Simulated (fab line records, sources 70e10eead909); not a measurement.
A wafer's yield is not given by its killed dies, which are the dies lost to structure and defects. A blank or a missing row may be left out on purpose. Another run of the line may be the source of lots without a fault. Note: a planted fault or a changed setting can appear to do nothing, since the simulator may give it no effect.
fab line records	flow nand-harc
record lots=12	wafers=36	last-day=25
route steps=1159 shown P_GATE@155 END@1159
lots that met no fault: from a run of the same line without faults
start-h: hours from the record's opening day to when the first of the lot's shown wafers began	wait-h: hours since the lot's step before	" repeats the value in the row above	L1.1+2: a single row standing in for several wafers	- no value present, or no start provided	* or withheld: withheld	< > ~ a bound
route shown NAME@n: names a module that has steps shown in the file, with the first one's number in the route	usual: mean/standard deviation taken from wafers without a fault	same: alike in all rows	chamber/n: place in a boat	sites: the reading at each site	_std_site: how widely they spread, as a standard deviation	_edge_site: mean of outer sites minus mean of inner sites	radius-mm: how far each site lies from the wafer's centre	mask NAME#n: copy n	behind: tool/chamber where the wafer was last shaped	hold: reason for holding the lot/hours on hold/outcome of the hold	device: names the non-switching transistor (n, p or np)	end of line: at the end of the route, the tests of the same wafers	a step with no rows: only its recipe	killed: at the first sort, the dies lost to defects and structure; wafer yield is something else	map: dies across one wafer; x = killed, . = not, _ = none there
set.NAME: the setting the step ran with; set.NAME@STEP: the setting that earlier step ran with	model.NAME: the simulator's own value behind a step, which no gauge read
a sample of lots followed through the steps of the route, with each step as a table and each wafer as a row
services: a tool's chamber out of use, with start hour (start-h, from the record's first day; less than 0 if before it), hours out, and reason
## steps
# step NHARC_P_GATE_ALD_36
# recipe target-thk-a=200	pulse-time-s=60	ald-cycles=223	temp-c=400	material=SiNx
# usual heater-power-w=888/71	precursor-pulse-height-rel=1.001/0.019
lot.wafer	tool	chamber	start-h	wait-h	heater-power-w	precursor-pulse-height-rel
L105.3	ald-sin-01	3	94.85	-	873	1.006
L105.4	"	0	95.90	-	903	1.009
L105.5	"	1	96.95	-	989	1.013
L106.2	ald-sin-03	3	100.18	-	821	1.038
L106.4	"	1	102.35	-	914	0.979
L106.5	"	2	103.44	-	970	1.020
L108.1	ald-sin-02	2	107.89	-	829	0.993
L108.4	"	3	108.94	-	1005	1.027
L108.5	"	3	113.14	-	999	1.017
L110.1	ald-sin-01	1	114.50	-	1005	0.979
L110.4	"	2	115.54	-	805	1.025
L110.5	"	1	118.66	-	968	1.026
L109.3	ald-sin-02	3	115.97	-	1018	0.976
L109.1	"	0	117.03	-	849	1.019
L109.4	"	1	118.10	-	807	0.994
L111.2	ald-sin-03	0	129.34	-	909	0.993
L111.6	"	1	130.40	-	870	0.998
L111.5	"	2	131.47	-	905	1.007
L115.1	ald-sin-02	0	148.39	-	859	1.023
L115.4	"	1	149.47	-	789	0.985
L115.3	"	2	150.55	-	831	1.014
L119.1	ald-sin-03	1	167.63	-	876	0.993
L119.3	"	2	168.67	-	909	0.985
L119.6	"	1	171.80	-	886	0.996
L117.3	ald-sin-02	0	167.75	-	833	0.978
L117.2	"	1	168.81	-	809	1.000
L117.5	"	0	171.99	-	850	0.973
L126.3	ald-sin-01	0	224.43	-	927	0.993
L126.1	"	1	225.48	-	1010	1.009
L126.5	"	1	229.70	-	1001	1.016
L128.2	ald-sin-03	0	225.22	-	885	1.000
L128.1	"	2	227.36	-	935	0.981
L128.6	"	3	228.43	-	802	1.001
L127.2	ald-sin-03	2	231.95	-	906	1.007
L127.4	"	2	236.11	-	895	0.991
L127.5	"	0	237.49	-	909	0.988
# step NHARC_P_GATE_ETCHBACK_37
# recipe target-depth-a=345	time-s=17.2	chf3-flow-sccm=50	o2-flow-sccm=10	ar-flow-sccm=200	rf-w=500	bias-w=200	chemistry=CHF3/O2
# usual chamber-pressure-mTorr=24.999/0.023	drypump-motor-current-A=5.8/0.46	oes-product-au=0.94/0.033	rf-fwd-power-W=489.2/2.3	rf-vpp-V=370.3/2.4	showerhead-plenum-p-Torr=2.39/0.1	throttle-valve-pct=20.571/0.0093
lot.wafer	tool	chamber	start-h	wait-h	chamber-pressure-mTorr	drypump-motor-current-A	oes-product-au	rf-fwd-power-W	rf-hours-counter-h	rf-vpp-V	showerhead-plenum-p-Torr	throttle-valve-pct
L105.4	rie-diel-08	2	-	-	25.010	4.9	0.92	489.9	28	372.2	2.56	20.566
L105.3	"	3	"	"	25.001	6.2	0.92	489.8	28	368.3	2.31	20.573
L105.5	"	2	"	"	24.993	4.9	0.93	490.5	-	373.3	2.56	20.583
L106.4	rie-diel-06	3	-	-	24.995	5.7	0.91	489.2	14	373.7	2.51	20.553
L106.2	"	2	"	"	24.985	5.7	0.92	485.1	14	368.9	2.29	20.580
L106.5	"	3	"	"	25.009	5.8	0.91	489.1	-	372.9	2.51	20.550
L108.1	rie-diel-06	2	-	-	25.026	5.7	0.91	488.9	16	367.4	2.29	20.564
L108.4	"	1	"	"	24.994	6.2	0.94	490.5	14	367.1	2.29	20.575
L108.5	"	3	"	"	25.003	5.7	0.95	487.0	-	372.7	2.51	20.593
L110.1	rie-diel-08	1	-	-	25.006	6.2	0.90	489.5	33	371.1	2.36	20.581
L110.4	"	2	"	"	25.007	4.9	0.93	488.3	32	374.3	2.56	20.575
L110.5	"	3	"	"	25.029	6.2	0.91	488.6	-	368.6	2.31	20.579
L109.3	rie-diel-08	0	-	-	24.999	6.2	0.94	487.7	34	370.4	2.34	20.562
L109.1	"	1	"	"	25.032	6.1	0.92	493.0	33	369.4	2.36	20.574
L109.4	"	3	"	"	24.989	6.2	0.91	490.8	33	370.4	2.31	20.568
L111.2	rie-diel-08	3	-	-	24.973	6.2	1.00	487.0	0	369.5	2.31	20.558
L111.5	"	3	"	"	25.017	6.2	0.99	488.8	-	366.7	2.31	20.575
L111.6	"	0	"	"	25.046	6.3	1.01	484.3	-	367.9	2.34	20.573
L115.1	rie-diel-04	2	-	-	24.993	5.6	1.00	486.6	16	374.3	2.59	20.559
L115.3	"	3	"	"	24.999	6.0	0.98	491.4	16	372.1	2.50	20.581
L115.4	"	0	"	"	24.956	5.7	1.01	493.6	13	370.9	2.49	20.551
L119.1	rie-diel-08	3	-	-	25.002	6.2	0.92	489.4	8	368.9	2.30	20.579
L119.3	"	0	"	"	25.008	6.3	0.93	486.8	9	368.5	2.33	20.579
L119.6	"	0	"	"	24.991	6.3	0.93	486.8	-	370.4	2.33	20.580
L117.3	rie-diel-06	2	-	-	25.009	5.7	0.93	487.5	38	367.9	2.28	20.569
L117.2	"	3	"	"	24.994	5.8	0.94	487.5	40	371.0	2.50	20.563
L117.5	"	0	"	"	25.017	5.6	0.93	485.9	-	367.7	2.26	20.561
L128.2	rie-diel-08	2	-	-	25.020	4.9	0.92	489.6	19	374.4	2.55	20.573
L128.1	"	1	"	"	24.972	6.2	0.91	493.8	19	370.1	2.36	20.570
L128.6	"	1	"	"	25.011	6.1	0.91	493.0	-	370.7	2.36	20.581
L126.1	rie-diel-06	2	-	-	24.978	5.7	0.92	488.4	58	367.5	2.28	20.562
L126.3	"	3	"	"	24.991	5.8	0.93	492.2	61	373.7	2.49	20.566
L126.5	"	3	"	"	24.982	5.8	0.94	490.4	-	371.8	2.49	20.578
L127.4	rie-diel-08	1	-	-	24.987	6.1	0.90	491.9	21	369.7	2.36	20.583
L127.2	"	0	"	"	25.002	6.3	0.93	489.1	18	369.2	2.33	20.562
L127.5	"	1	"	"	24.996	6.1	0.91	493.0	-	369.9	2.36	20.561
# step NHARC_P_GATE_EXPOSE_88
# recipe na=0.6	target-cd-nm=2000	dose-mj=11.87	mask-id=P_HVN
lot.wafer	tool	chamber	start-h	wait-h	mask
L105.3+4+5	krf-scanner-03	0	106.84	-	P_HVN#0
L106.2+4+5	krf-scanner-04	0	113.38	-	P_HVN#0
L108.1+4+5	krf-scanner-04	0	121.62	-	P_HVN#0
L110.1+4+5	krf-scanner-03	0	128.15	-	P_HVN#0
L109.1+3+4	krf-scanner-03	0	128.55	-	P_HVN#0
L111.2+5+6	krf-scanner-04	0	139.91	-	P_HVN#0
L115.1+3+4	krf-scanner-03	0	162.42	-	P_HVN#0
L119.1+3+6	krf-scanner-04	0	181.52	-	P_HVN#0
L117.2+3+5	krf-scanner-03	0	181.87	-	P_HVN_R1#0
L128.1+2+6	krf-scanner-03	0	237.97	-	P_HVN#0
L126.1+3+5	krf-scanner-04	0	238.50	-	P_HVN#0
L127.2+4+5	krf-scanner-03	0	246.40	-	P_HVN#0
# step NHARC_P_GATE_CD_MEAS_91
# recipe target-cd-nm=2000	landing-energy-ev=500
# usual cd-nm=1998.9/1.9
lot.wafer	tool	chamber	start-h	wait-h	cd-nm
L105.3	cd-sem-01	0	106.99	-	2000.2
L105.4	"	0	"	"	2001.2
L105.5	"	0	"	"	2001.1
L106.2	cd-sem-03	0	113.53	-	1997.7
L106.4	"	0	"	"	1998.2
L106.5	"	0	"	"	1997.5
L108.1	cd-sem-01	0	121.77	-	1996.7
L108.4	"	0	"	"	1997.3
L108.5	"	0	"	"	1992.8
L110.1	cd-sem-02	0	128.31	-	1999.0
L110.4	"	0	"	"	2000.3
L110.5	"	0	"	"	1999.0
L109.1	cd-sem-01	0	128.71	-	1997.8
L109.3	"	0	"	"	2000.2
L109.4	"	0	"	"	1997.7
L111.2	cd-sem-03	0	140.06	-	1997.6
L111.5	"	0	"	"	1996.5
L111.6	"	0	"	"	1994.8
L115.1	cd-sem-01	0	162.58	-	1999.7
L115.3	"	0	"	"	1996.3
L115.4	"	0	"	"	2000.0
L119.1	cd-sem-03	0	181.68	-	1999.9
L119.3	"	0	"	"	2000.8
L119.6	"	0	"	"	2000.4
L117.2	cd-sem-02	0	182.02	-	2119.3
L117.3	"	0	"	"	2114.8
L117.5	"	0	"	"	2117.4
L128.1	cd-sem-03	0	238.12	-	1998.3
L128.2	"	0	"	"	1995.4
L128.6	"	0	"	"	1998.7
L126.1	cd-sem-03	0	238.66	-	1997.9
L126.3	"	0	"	"	1999.5
L126.5	"	0	"	"	1995.6
L127.2	cd-sem-01	0	246.55	-	1999.8
L127.4	"	0	"	"	2002.0
L127.5	"	0	"	"	2001.4
# step NHARC_P_GATE_DEGAS_109
# recipe temp-c=300	time-s=60
# usual heater-power-w=486/56
lot.wafer	tool	chamber	start-h	wait-h	heater-power-w
L105.4	pvd-sputter-01	-	109.36	0.1	475
L105.3	"	-	"	"	424
L105.5	"	-	"	"	459
L106.4	pvd-sputter-03	-	115.71	0.1	471
L106.2	"	-	"	"	419
L106.5	"	-	"	"	536
L108.1	pvd-sputter-02	-	123.89	0.1	441
L108.4	"	-	"	"	482
L108.5	"	-	"	"	474
L110.4	pvd-sputter-03	-	130.44	0.1	560
L110.1	"	-	"	"	479
L110.5	"	-	"	"	532
L109.3	pvd-sputter-03	-	130.91	0.1	420
L109.1	"	-	"	"	540
L109.4	"	-	"	"	475
L111.2	pvd-sputter-03	-	142.19	0.1	547
L111.6	"	-	"	"	541
L111.5	"	-	"	"	546
L115.1	pvd-sputter-03	-	164.96	0.1	545
L115.4	"	-	"	"	549
L115.3	"	-	"	"	465
L119.3	pvd-sputter-02	-	183.82	0.1	410
L119.1	"	-	"	"	476
L119.6	"	-	"	"	443
L117.2	pvd-sputter-01	-	184.60	0.1	425
L117.3	"	-	"	"	540
L117.5	"	-	"	"	425
L128.2	pvd-sputter-03	-	240.26	0.1	438
L128.1	"	-	"	"	520
L128.6	"	-	"	"	534
L126.3	pvd-sputter-02	-	241.07	0.1	493
L126.1	"	-	"	"	476
L126.5	"	-	"	"	562
L127.2	pvd-sputter-02	-	248.90	0.1	479
L127.4	"	-	"	"	476
L127.5	"	-	"	"	543
# step NHARC_END_SORT_01
# recipe temp-c=25
# usual killed-at-array=28/11	killed-at-other=0.7/1.1	killed-at-periphery=2.9/2	killed-dies=32/11	killed-open=3.2/1.8	killed-short=2.0/1.4
# same gross-dies=677
lot.wafer	tool	chamber	start-h	wait-h	killed-at-array	killed-at-other	killed-at-periphery	killed-dies	killed-open	killed-short
L105.3	prober-02	0	444.92	3.1	27	2	3	32	3	2
L105.4	prober-02	0	445.71	3.4	29	0	2	31	3	2
L105.5	prober-02	0	446.51	3.7	26	0	1	27	4	0
L108.1	prober-02	0	451.07	2.5	32	1	4	37	5	3
L108.4	prober-02	0	453.46	3.4	27	2	2	31	2	0
L108.5	prober-02	0	454.25	3.7	34	1	0	35	5	1
L119.1	prober-02	0	502.29	2.5	27	1	1	29	3	3
L119.3	prober-02	0	503.88	3.1	26	0	1	27	7	0
L119.6	prober-02	0	506.26	4.0	32	1	2	35	2	5
L117.2	prober-02	0	510.78	2.7	10	0	3	13	2	1
L117.3	prober-02	0	511.57	3.1	13	0	1	14	3	2
L117.5	prober-02	0	513.16	3.7	11	0	1	12	2	1
L128.1	prober-02	0	569.85	2.5	14	0	3	17	2	1
L128.2	prober-02	0	570.65	2.8	14	0	7	21	4	3
L128.6	prober-02	0	573.85	4.0	14	1	7	22	2	2
# killed by level:class
L105.3 A_CHANNEL_HOLE_D1:chamber-film-flake=14 A_SLIT:chamber-film-flake=7 P_STI:chamber-film-flake=3 A_STAIRCASE:chamber-film-flake=3 STARTING-WAFER:geometric-particle:open=2 A_WL_FILL:geometric-particle:open=1 A_CONTACT:geometric-particle:short=1 A_M0:geometric-particle:short=1
L105.4 A_SLIT:chamber-film-flake=10 A_CHANNEL_HOLE_D1:chamber-film-flake=8 A_CONTACT:chamber-film-flake=4 A_CHANNEL_HOLE_D1:geometric-particle:short=2 A_ZERO_WELL:chamber-film-flake=2 P_GATE:geometric-particle:open=1 A_ONON_D1:geometric-particle:open=1 A_BLC:geometric-particle:open=1
L105.5 A_CHANNEL_HOLE_D1:chamber-film-flake=11 A_SLIT:chamber-film-flake=4 A_CONTACT:chamber-film-flake=4 A_WL_FILL:geometric-particle:open=2 A_SGD_CUT:geometric-particle:open=1 A_CONTACT:geometric-particle:open=1 P_STI:chamber-film-flake=1 A_ZERO_WELL:chamber-film-flake=1
L108.1 A_CHANNEL_HOLE_D1:chamber-film-flake=14 A_STAIRCASE:chamber-film-flake=8 A_ZERO_WELL:chamber-film-flake=3 A_CONTACT:chamber-film-flake=3 P_STI:geometric-particle:short=1 P_STI:geometric-particle:open=1 P_GATE:geometric-particle:open=1 P_CONTACT:geometric-particle:open=1
L108.4 A_CHANNEL_HOLE_D1:chamber-film-flake=19 A_STAIRCASE:chamber-film-flake=5 THIN_TSV:chamber-film-flake=2 P_CONTACT:geometric-particle:open=1 A_CONTACT:geometric-particle:open=1 P_BONDPAD:chamber-film-flake=1 A_WL_FILL:chamber-film-flake=1 A_CONTACT:chamber-film-flake=1
L108.5 A_CHANNEL_HOLE_D1:chamber-film-flake=20 A_STAIRCASE:chamber-film-flake=7 A_ONON_D1:geometric-particle:open=2 A_CHANNEL_FILL_D1:geometric-particle:open=1 A_WL_FILL:geometric-particle:open=1 A_WL_FILL:geometric-particle:short=1 A_CONTACT:geometric-particle:open=1 A_ZERO_WELL:chamber-film-flake=1
L119.1 A_CHANNEL_HOLE_D1:chamber-film-flake=17 A_CHANNEL_FILL_D1:geometric-particle:open=2 A_CONTACT:chamber-film-flake=2 P_M0:geometric-particle:short=1 A_ONON_D1:geometric-particle:short=1 A_SLIT:geometric-particle:short=1 A_WL_FILL:geometric-particle:open=1 A_CHANNEL_FILL_D1:chamber-film-flake=1
L119.3 A_CHANNEL_HOLE_D1:chamber-film-flake=16 A_CONTACT:geometric-particle:open=2 A_WL_FILL:chamber-film-flake=2 P_M1:geometric-particle:open=1 A_SOURCE_PLATE:geometric-particle:open=1 A_CHANNEL_FILL_D1:geometric-particle:open=1 A_M0:geometric-particle:open=1 A_M1:geometric-particle:open=1
L119.6 A_CHANNEL_HOLE_D1:chamber-film-flake=21 A_STAIRCASE:chamber-film-flake=4 A_CHANNEL_FILL_D1:geometric-particle:short=2 A_CONTACT:chamber-film-flake=2 P_CONTACT:geometric-particle:open=1 P_CONTACT:geometric-particle:short=1 A_SOURCE_PLATE:geometric-particle:open=1 A_SGD_CUT:geometric-particle:short=1
L117.2 A_CONTACT:chamber-film-flake=3 A_CHANNEL_HOLE_D1:chamber-film-flake=2 P_M0:geometric-particle:open=1 A_ONON_D1:geometric-particle:short=1 A_CHANNEL_FILL_D1:geometric-particle:open=1 P_STI:chamber-film-flake=1 P_M1:chamber-film-flake=1 A_STAIRCASE:chamber-film-flake=1
L117.3 A_CHANNEL_HOLE_D1:chamber-film-flake=3 A_CONTACT:chamber-film-flake=3 A_SGD_CUT:chamber-film-flake=2 P_M1:geometric-particle:open=1 A_ONON_D1:geometric-particle:short=1 A_SLIT:geometric-particle:open=1 A_WL_FILL:geometric-particle:open=1 A_M0:geometric-particle:short=1
L117.5 A_CHANNEL_HOLE_D1:chamber-film-flake=5 A_SGD_CUT:chamber-film-flake=2 P_BONDPAD:geometric-particle:open=1 A_BLC:geometric-particle:open=1 A_M1:geometric-particle:short=1 A_WL_FILL:chamber-film-flake=1 A_CONTACT:chamber-film-flake=1
L128.1 A_CONTACT:chamber-film-flake=6 A_CHANNEL_HOLE_D1:chamber-film-flake=3 A_WL_FILL:chamber-film-flake=3 P_M0:geometric-particle:open=1 A_CHANNEL_FILL_D1:geometric-particle:short=1 A_CONTACT:geometric-particle:open=1 P_GATE:chamber-film-flake=1 P_M0:chamber-film-flake=1
L128.2 A_WL_FILL:chamber-film-flake=5 P_ZERO_WELL:chamber-film-flake=3 A_CHANNEL_HOLE_D1:chamber-film-flake=3 A_CONTACT:chamber-film-flake=2 P_M0:geometric-particle:open=1 P_M0:geometric-particle:short=1 P_M2:geometric-particle:open=1 A_ONON_D1:geometric-particle:open=1
L128.6 A_CHANNEL_HOLE_D1:chamber-film-flake=7 P_GATE:chamber-film-flake=3 P_ZERO_WELL:chamber-film-flake=2 A_WL_FILL:chamber-film-flake=2 A_CHANNEL_FILL_D1:geometric-particle:short=1 A_CONTACT:geometric-particle:short=1 A_BLC:geometric-particle:open=1 STARTING-WAFER:geometric-particle:open=1
## services
tool	chamber	start-h	hours	kind
ald-sin-03	1	73.69	15.5	repair
ald-sin-03	0	74.24	3.9	repair
ald-sin-01	3	99.44	9.2	repair
pvd-sputter-03	-	102.00	10.0	pm
ald-sin-01	-	107.77	0.5	repair
krf-scanner-04	-	119.63	0.7	repair
rie-diel-06	1	120.98	3.8	repair
rie-diel-08	-	124.86	9.0	pm
krf-scanner-04	-	126.00	4.0	pm
krf-scanner-03	-	154.01	0.2	repair
ald-sin-03	-	158.33	0.5	repair
krf-scanner-03	-	168.00	4.0	pm
rie-diel-06	1	202.75	4.9	repair
krf-scanner-03	-	206.59	1.5	repair
krf-scanner-03	-	211.72	1.2	repair
pvd-sputter-02	-	214.02	10.0	pm
rie-diel-06	1	215.78	28.6	repair
rie-diel-08	0	222.34	17.2	repair
rie-diel-08	-	227.69	1.1	repair
ald-sin-02	-	230.61	10.0	pm
krf-scanner-03	-	239.66	1.0	repair
rie-diel-08	-	240.22	1.5	repair
rie-diel-06	-	242.80	9.0	pm
ald-sin-02	-	246.99	1.0	repair
## key
first-sign step=NHARC_P_GATE_EXPOSE_88	reading=mask	direction=changed
effect step=NHARC_P_GATE_CD_MEAS_91	reading=cd-nm	direction=up	sigmas=63	usual=1998.9	struck=2117.2
met-at NHARC_P_GATE_EXPOSE_88
struck-lots L117
tester-left-out L117
not-acting-at NHARC_P_GATE_ALD_36,NHARC_P_GATE_ETCHBACK_37,NHARC_P_GATE_DEGAS_109
onset-between 162.42 181.87
fault kind=wrong-mask	tool=any	chamber=-	onset-h=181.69	steps=NHARC_P_GATE_EXPOSE_88	aux-copy=P_HVN_R1#0	cd-offset-nm=117.46	scope=struck-lots-only
# tester-left-out: of these lots the tester's yield and bins aren't shown, on N5 and GAA mostly nor the transistor test; their killed dies are dies lost to structure and defects alone, not to doping, threshold or leakage, so they don't give the yield
